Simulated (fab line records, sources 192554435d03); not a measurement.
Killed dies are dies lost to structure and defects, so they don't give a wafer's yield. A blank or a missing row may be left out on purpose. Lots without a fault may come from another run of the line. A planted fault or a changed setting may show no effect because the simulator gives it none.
A struck lot beside a sound one | flow n5_finfet | 14 steps out of a route of 1938
Sound: wafers L518.2, L518.5, L518.6. Struck: wafers L526.4, L526.5, L526.6. The cause comes at the end.
At each step with rows: each side's tool, then ch and its chambers, then its first start. Under that, the readings that differ: sound wafers | struck wafers | difference of the means | sigmas: that difference in standard deviations of wafers without a fault.
alike: readings whose means differ by less than 2 such deviations, and words and numbers that are the same on both sides. not compared: withheld readings, readings that some wafer has no value for, bounds like >300 that may hide the same value, and numbers for which the record gives no deviation and whose values overlap.
The two part at a step that has a row with sigmas, a row that says differs or no value, or rows on one side only. Numbers that don't overlap but have no deviation are shown without sigmas and don't part them. A reading that every wafer of one side lacks parts them only if that side has two wafers or more.

first, 3 steps without rows for these wafers: N5_SD_EPI_N_PRECLEAN_24 (cleans in O3/DIW, time 60 s); N5_SD_EPI_N_SRD_25 (time 30 s); N5_SD_EPI_N_PRECLEAN_49 (cleans in NF3:NH3, afs cycles 1, time 20 s, sublimation time 60 s).
N5_SD_EPI_N_LINER_46: material SiNx, target thk 3 nm.
  sound on ald_sin-01 ch 1,2,3, day 5 12:56; struck on ald_sin-01 ch 2,3, day 7 17:15
  alike: heater_power_outer_w, heater_power_w
N5_SD_EPI_N_INSPECT_26: inspects for defects (darkfield).
  sound on defect_inspect-01, day 5 13:11; struck on defect_inspect-02, day 7 17:30
  alike: raw_defect_count
then, 7 steps without rows for these wafers: N5_SD_EPI_P_COAT_34 (time 60 s, resist thk 350 nm); N5_SD_EPI_P_COAT_35 (time 60 s, resist thk 35 nm); N5_SD_EPI_P_COAT_03 (resist thk 150 nm); N5_SD_EPI_P_EBR_05; N5_SD_EPI_P_SOFTBAKE_04 (time 60 s); N5_SD_EPI_P_EXPOSE_06 (exposes mask SD P BLK, target cd 240 nm); N5_SD_EPI_P_PEB_07 (peb time 60 s).
N5_SD_EPI_P_DEVELOP_08: develop time 30 s.
  sound on litho_track-02 ch 0, day 5 13:32; struck on litho_track-05, day 7 17:47
  no value came back on the struck wafers for chill_plate_temp_C (C), develop_time_s (s), developer_temp_C (C); on the sound wafers chill_plate_temp_C (C) reads 23.13 23.12 22.94
  reading                                             | sound           | struck            | difference | sigmas
  model.CAR-ArF-block_of_SD_EPI_P_COAT_03.thk_nm (nm) | 148.8 149 148.4 | 150.4 150.6 150.6 | +1.8       |
N5_SD_EPI_P_CD_MEAS_09: target cd 240 nm.
  sound on cd_sem-02 ch 0, day 5 13:35; struck on cd_sem-02 ch 0, day 7 17:51
  reading    | sound             | struck | difference                    | sigmas
  cd_nm (nm) | 240.3 238.9 239.8 | - - -  | no value on the struck wafers |

WHERE THEY PART
First at N5_SD_EPI_P_DEVELOP_08; last, within this record, at N5_SD_EPI_P_CD_MEAS_09.

WHY: what the simulator had put in
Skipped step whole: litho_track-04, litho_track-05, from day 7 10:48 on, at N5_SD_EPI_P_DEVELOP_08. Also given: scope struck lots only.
